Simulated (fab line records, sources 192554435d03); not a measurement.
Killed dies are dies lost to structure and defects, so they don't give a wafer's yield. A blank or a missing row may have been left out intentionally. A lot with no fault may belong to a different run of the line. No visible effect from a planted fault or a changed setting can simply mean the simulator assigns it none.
Chamber matching ; flow n5-finfet ; rie-diel-02 running N5_BEOL_M0_CUTY_ETCH_62: 4 sister chambers
The step etches SiARC in CF4, time 58.5 s. 8 wafers are shown with their chamber, then 10 later ones without.

## WAFERS WITH THEIR CHAMBER
wafer;chamber;drypump-motor-current-A (A);showerhead-plenum-p-Torr (Torr)
L084.2;3;4.9;2.15
L085.1;1;5.3;2.10
L085.4;2;5.0;2.05
L088.1;3;4.9;2.14
L088.2;2;5.0;2.05
L088.3;0;5.6;2.13
L089.1;1;5.4;2.10
L089.4;0;5.6;2.13

## WAFERS WITHOUT THEIR CHAMBER
wafer;drypump-motor-current-A (A);showerhead-plenum-p-Torr (Torr)
L089.6;5.0;2.04
L095.2;4.9;2.14
L095.3;5.6;2.13
L095.6;5.6;2.13
L096.1;5.4;2.09
L096.3;5.0;2.04
L096.5;5.6;2.13
L097.3;5.0;2.04
L097.4;5.4;2.09
L097.6;5.6;2.13

## EACH ONE'S CHAMBER
wafer;from the rows above;in truth
L089.6;2;2
L095.2;3;3
L095.3;0;0
L095.6;0;0
L096.1;1;1
L096.3;2;2
L096.5;0;0
L097.3;2;2
L097.4;1;1
L097.6;0;0
Correct placement for 10 of the 10. Not placeable from these rows: 0. Number placed wrongly: 0.
How it was worked out, from the rows above alone: a wafer's distance from a chamber is the root of the sum, over the readings, of the square of ((its reading less the chamber's mean) divided by the reading's scatter). If the next closest chamber is less than 2 further off than the closest, the wafer can't be placed; otherwise it belongs to the closest. For every chamber, the mean is computed from those of its wafers that are shown. The scatter: take each reading less its chamber's mean, square it, sum over the shown wafers, divide by the number of wafers less the number of chambers, and take the root.
